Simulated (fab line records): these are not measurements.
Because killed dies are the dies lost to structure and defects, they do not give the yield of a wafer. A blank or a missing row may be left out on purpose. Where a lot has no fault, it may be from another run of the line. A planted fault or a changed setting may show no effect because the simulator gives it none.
Chamber matching	flow n5-finfet	N5_FIN_SAQP_DESCUM_21 on rie-diel-03 has 4 sister chambers
The step chemistry O2, time 7.9 s. 14 wafers are shown with their chamber, then 7 later ones without.

== WAFERS PAIRED WITH THEIR CHAMBERS ==
wafer	chamber	drypump-motor-current-A (A)	oes-product-au (a.u.)	rf-vpp-V (V)
L078.1	1	5.9	0.69	244.6
L078.4	3	5.8	0.86	243.8
L078.5	3	5.8	0.85	241.9
L084.2	1	5.9	0.68	244.2
L084.5	0	5.2	0.74	244.2
L084.6	1	5.9	0.68	242.5
L085.2	1	5.8	0.67	245.0
L085.3	3	5.8	0.83	243.6
L085.5	2	5.8	0.70	240.3
L087.3	2	5.8	0.71	241.2
L087.4	0	5.2	0.73	241.6
L087.5	1	5.9	0.67	243.4
L089.1	2	5.8	0.71	241.6
L089.3	3	5.8	0.81	244.2

SIGNATURES, as means of the wafers listed above
reading	chamber 0	chamber 1	chamber 2	chamber 3	scatter within a chamber
drypump-motor-current-A	5.200	5.880	5.800	5.800	0.0283
oes-product-au	0.7350	0.6780	0.7067	0.8375	0.0137
rf-vpp-V	242.900	243.940	241.033	243.375	1.07
Rule: a wafer's distance from a chamber is the root of the sum, over the readings, of the square of ((its reading less the chamber's mean) divided by the reading's scatter). If the next closest chamber is less than 2 further off than the closest, the wafer can't be placed; otherwise it belongs to the closest. The scatter is the square root of a quotient: the sum, over the shown wafers, of each reading's squared deviation from its chamber's mean, divided by wafers minus chambers.

== WAFERS MISSING THEIR CHAMBER ==
wafer	drypump-motor-current-A (A)	oes-product-au (a.u.)	rf-vpp-V (V)
L089.5	5.8	0.71	240.9
L091.1	5.9	0.99	244.5
L091.4	5.8	0.82	243.5
L091.5	5.2	0.72	241.1
L093.2	5.8	0.81	242.8
L093.3	5.9	0.96	243.8
L093.6	5.8	0.81	244.3

== THE CHAMBER EACH PASSED THROUGH ==
wafer	from the rows above	in truth
L089.5	2	2
L091.1	3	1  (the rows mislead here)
L091.4	3	3
L091.5	0	0
L093.2	3	3
L093.3	3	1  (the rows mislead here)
L093.6	3	3
Correct placement for 5 of the 7. Not placeable from these rows: 0. 2 placed wrongly.
